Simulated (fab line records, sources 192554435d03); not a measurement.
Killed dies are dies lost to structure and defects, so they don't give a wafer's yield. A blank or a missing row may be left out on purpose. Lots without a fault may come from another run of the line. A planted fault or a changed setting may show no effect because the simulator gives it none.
Which tool did it? | flow n5_finfet | 24 lots, 72 wafers sampled, at 2 steps of a route of 1938

WHAT THE GAUGES READ, wafer by wafer
N5_BEOL_M4_CD_MEAS_11: target cd 16.79 nm. Usual: cd_nm 16.80 nm, standard deviation 0.23.
lot  | measured     | on        | cd_nm (nm)        | flag
L074 | day 7 11:40  | cd_sem-02 | 16.89 17.13 16.81 |
L075 | day 7 15:02  | cd_sem-02 | 16.82 16.94 16.90 |
L076 | day 7 21:45  | cd_sem-02 | 16.79 16.83 16.80 |
L077 | day 7 22:29  | cd_sem-02 | 16.91 16.71 16.82 |
L078 | day 8 08:40  | cd_sem-03 | 16.95 16.92 17.00 |
L079 | day 8 14:46  | cd_sem-02 | 17.30 16.84 17.22 |
L080 | day 9 01:51  | cd_sem-03 | 16.95 16.52 16.68 |
L081 | day 9 02:28  | cd_sem-03 | 16.95 16.66 16.74 |
L083 | day 9 10:35  | cd_sem-03 | 16.43 17.30 17.23 |
L082 | day 9 13:26  | cd_sem-02 | 17.16 17.13 16.65 |
L084 | day 9 20:03  | cd_sem-02 | 16.82 16.51 16.84 |
L085 | day 10 01:20 | cd_sem-01 | 16.62 17.14 16.80 |
L086 | day 10 14:11 | cd_sem-02 | 16.88 16.99 16.70 |
L088 | day 10 20:41 | cd_sem-03 | 16.84 16.89 16.87 |
L087 | day 10 21:20 | cd_sem-02 | 16.21 16.58 16.72 |
L089 | day 11 07:07 | cd_sem-03 | 16.44 16.83 16.94 |
L091 | day 11 12:14 | cd_sem-02 | 17.08 16.43 17.05 |
L090 | day 11 17:57 | cd_sem-03 | 16.84 16.68 16.79 |
L093 | day 12 03:53 | cd_sem-01 | 16.52 16.75 16.92 |
L092 | day 12 08:49 | cd_sem-01 | 16.13 16.77 16.75 |
L094 | day 12 11:37 | cd_sem-03 | 16.79 17.05 16.70 |
L096 | day 12 20:55 | cd_sem-03 | 16.42 16.86 17.18 |
L095 | day 12 21:20 | cd_sem-02 | 17.07 16.99 16.85 |
L097 | day 13 02:42 | cd_sem-03 | 16.69 16.73 16.92 |

WHICH TOOL RAN EACH LOT (tool, then ch and the chambers of the sampled wafers, then the start)
lot  | N5_BEOL_M3_ANNEAL_95
L074 | pvd_sputter-02, day 7 09:37
L075 | pvd_sputter-01, day 7 13:07
L076 | pvd_sputter-01, day 7 17:01
L077 | pvd_sputter-01, day 7 20:34
L078 | pvd_sputter-03, day 8 06:16
L079 | pvd_sputter-03, day 8 12:16
L080 | pvd_sputter-02, day 8 22:08
L081 | pvd_sputter-01, day 9 00:04
L083 | pvd_sputter-02, day 9 08:35
L082 | pvd_sputter-02, day 9 10:26
L084 | pvd_sputter-01, day 9 15:57
L085 | pvd_sputter-01, day 9 23:29
L086 | pvd_sputter-03, day 10 11:14
L088 | pvd_sputter-03, day 10 17:47
L087 | pvd_sputter-02, day 10 19:09
L089 | pvd_sputter-03, day 11 03:49
L091 | pvd_sputter-01, day 11 09:35
L090 | pvd_sputter-03, day 11 14:58
L093 | pvd_sputter-02, day 12 00:58
L092 | pvd_sputter-01, day 12 05:51
L094 | pvd_sputter-01, day 12 07:41
L096 | pvd_sputter-01, day 12 18:45
L095 | pvd_sputter-02, day 12 19:06
L097 | pvd_sputter-02, day 12 23:47
- N5_BEOL_M3_ANNEAL_95: time 240 s.

WHAT THE TOOLS THEMSELVES READ (means of the sampled wafers that have a number; where no wafer has one, the mark that the record gives instead)
N5_BEOL_M3_ANNEAL_95. Usual: heater_power_w 872 W, standard deviation 110; susceptor_temp_C 400.02 C, standard deviation 0.21.
lot  | tool           | heater_power_w (W) | susceptor_temp_C (C) | flag
L074 | pvd_sputter-02 | 837                | 400.01               |
L075 | pvd_sputter-01 | 858                | 400.03               |
L076 | pvd_sputter-01 | 853                | 399.97               |
L077 | pvd_sputter-01 | 896                | 399.99               |
L078 | pvd_sputter-03 | 1037               | 400.14               |
L079 | pvd_sputter-03 | 958                | 400.00               |
L080 | pvd_sputter-02 | 800                | 400.05               |
L081 | pvd_sputter-01 | 884                | 400.11               |
L083 | pvd_sputter-02 | 820                | 400.12               |
L082 | pvd_sputter-02 | 793                | 400.15               |
L084 | pvd_sputter-01 | 846                | 399.86               |
L085 | pvd_sputter-01 | 884                | 400.21               |
L086 | pvd_sputter-03 | 943                | 400.15               |
L088 | pvd_sputter-03 | 1118               | 399.87               |
L087 | pvd_sputter-02 | 804                | 399.83               |
L089 | pvd_sputter-03 | 948                | 399.96               |
L091 | pvd_sputter-01 | 914                | 399.88               |
L090 | pvd_sputter-03 | 990                | 400.09               |
L093 | pvd_sputter-02 | 734                | 399.97               |
L092 | pvd_sputter-01 | 844                | 400.15               |
L094 | pvd_sputter-01 | 848                | 399.99               |
L096 | pvd_sputter-01 | 862                | 400.04               |
L095 | pvd_sputter-02 | 843                | 400.06               |
L097 | pvd_sputter-02 | 797                | 400.17               |

THE ANSWER, worked out from the rows above alone
Rule: a lot is off if the mean of its wafers that have a number lies more than 3 standard deviations from the usual mean. A lot without any number at a reading at which 4 lots or more have one is off too. The other lots that the step has rows for count as sound. The gauges are gone through in route order, then the tools' own readings, and for those a lot's mean is taken as printed above. The first step at which some lot is off is used, and at that step the reading that is off furthest; a lot without a number counts as furthest.
No lot is off at any reading shown: from this, nothing can be told.

WHAT THE SIMULATOR HAD PUT IN
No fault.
